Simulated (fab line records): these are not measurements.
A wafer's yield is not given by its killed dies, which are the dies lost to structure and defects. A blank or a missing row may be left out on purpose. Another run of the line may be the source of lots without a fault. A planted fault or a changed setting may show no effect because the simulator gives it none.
Split-lot experiment ; flow n5_finfet ; 7 lots, 39 wafers read, on a route of 1938 steps

== SPLIT DETAILS ==
At N5_WELL_APT_EXPOSE_22 (exposes mask PWELL, defocus 0 nm, target cd 200 nm), the setting dose_mj was moved away from the recipe's 23.2 on 18 of the 39 wafers read, by -7.2% to +6.5%. All remaining wafers had this setting at the recipe value.

== FROM THE SPLIT TO THE READING: what the file shows between them, 3 steps ==
- N5_WELL_APT_PEB_23: peb time 90 s
- N5_WELL_APT_DEVELOP_24: develop time 45 s
- N5_WELL_APT_HARDBAKE_29: time 120 s

== THE READING ==
cd_nm at N5_WELL_APT_CD_MEAS_25, given in nm (cd target 200 nm). Typical for fault-free wafers on this fab line: 200.6 nm, with standard deviation 1.4 nm.

wafer;tool, chamber at the split;dose_mj as run;against the recipe;cd_nm, nm;against lot-mates on the recipe
L075.1;krf_scanner-02, 0;24.16;+4.1%;210.0;+8.3
L075.2;krf_scanner-02, 0;24.16;+4.1%;206.4;+4.7
L075.3;krf_scanner-02, 0;23.2;recipe;202.1;-
L075.4;krf_scanner-02, 0;24.16;+4.1%;211.1;+9.4
L075.5;krf_scanner-02, 0;23.2;recipe;201.4;-
L075.6;krf_scanner-02, 0;23.2;recipe;201.6;-
L076.1;krf_scanner-01, 0;22.58;-2.7%;196.9;-3.8
L076.2;krf_scanner-01, 0;23.2;recipe;201.5;-
L076.3;krf_scanner-01, 0;22.58;-2.7%;196.3;-4.4
L076.4;krf_scanner-01, 0;23.2;recipe;201.0;-
L076.5;krf_scanner-01, 0;22.58;-2.7%;197.0;-3.7
L076.6;krf_scanner-01, 0;23.2;recipe;199.6;-
L082.1;krf_scanner-02, 0;23.2;recipe;199.8;-
L082.2;krf_scanner-02, 0;23.2;recipe;201.7;-
L082.3;krf_scanner-02, 0;23.2;recipe;201.0;-
L082.4;krf_scanner-02, 0;24.58;+5.9%;212.1;+11.3
L082.5;krf_scanner-02, 0;24.58;+5.9%;211.8;+11.0
L082.6;krf_scanner-02, 0;24.58;+5.9%;210.4;+9.6
L084.2;krf_scanner-01, 0;23.2;recipe;200.2;-
L084.5;krf_scanner-01, 0;23.2;recipe;200.7;-
L084.6;krf_scanner-01, 0;23.2;recipe;200.0;-
L085.1;krf_scanner-02, 0;24.39;+5.1%;214.0;+12.6
L085.2;krf_scanner-02, 0;23.2;recipe;201.4;-
L085.3;krf_scanner-02, 0;24.39;+5.1%;211.7;+10.3
L085.4;krf_scanner-02, 0;23.2;recipe;200.9;-
L085.5;krf_scanner-02, 0;24.39;+5.1%;211.7;+10.3
L085.6;krf_scanner-02, 0;23.2;recipe;202.0;-
L090.1;krf_scanner-01, 0;21.53;-7.2%;184.7;-15.7
L090.2;krf_scanner-01, 0;21.53;-7.2%;185.9;-14.5
L090.3;krf_scanner-01, 0;23.2;recipe;200.0;-
L090.4;krf_scanner-01, 0;21.53;-7.2%;185.2;-15.2
L090.5;krf_scanner-01, 0;23.2;recipe;199.7;-
L090.6;krf_scanner-01, 0;23.2;recipe;201.5;-
L097.1;krf_scanner-02, 0;23.2;recipe;200.9;-
L097.2;krf_scanner-02, 0;23.2;recipe;200.5;-
L097.3;krf_scanner-02, 0;24.71;+6.5%;211.3;+10.5
L097.4;krf_scanner-02, 0;24.71;+6.5%;211.9;+11.1
L097.5;krf_scanner-02, 0;24.71;+6.5%;214.9;+14.1
L097.6;krf_scanner-02, 0;23.2;recipe;201.1;-

FIT RESULTS
A straight line over all 39 wafers: cd_nm changes by +1.99 nm for each +1% of dose_mj; r = +0.99; the points scatter about the line by 1.3 nm.
The same after taking each lot's own level away (the mean of its wafers on the recipe; 39 wafers): +1.93 nm for each +1%; r = +0.99; scatter 1.2 nm.
Per that fit: largest dose_mj move, reading shift of 14 nm.
The lots' own levels span 200.30 to 201.70 nm, that is 1.0 times the standard deviation above.
Hence the lot-to-lot level has little effect on the slope; both slopes agree.
Check: with one of the wafers moved furthest among these (-7.2%) left out of the fit, the line predicts -13.7 nm for it against its lot-mates. Against them it came out at -15.7 nm.

== THE WHOLE CHAIN: every reading that the file lists as answering this split, in the file's order ==
step;what it does;reading;change (the file's fit);r (the file's)
N5_WELL_APT_CD_MEAS_25;target cd 200 nm;cd_nm;+1.93 nm for each +1% of the setting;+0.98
N5_WELL_APT_DESCUM_30;chemistry O2, time 7.9 s;WELL_APT.cd_nm (the simulator's own value, which no gauge read);+1.92 nm for each +1% of the setting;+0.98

== THE FILE'S OWN FIT ==
cd_nm changes by +1.93 nm for each +1% of dose_mj, r = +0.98.
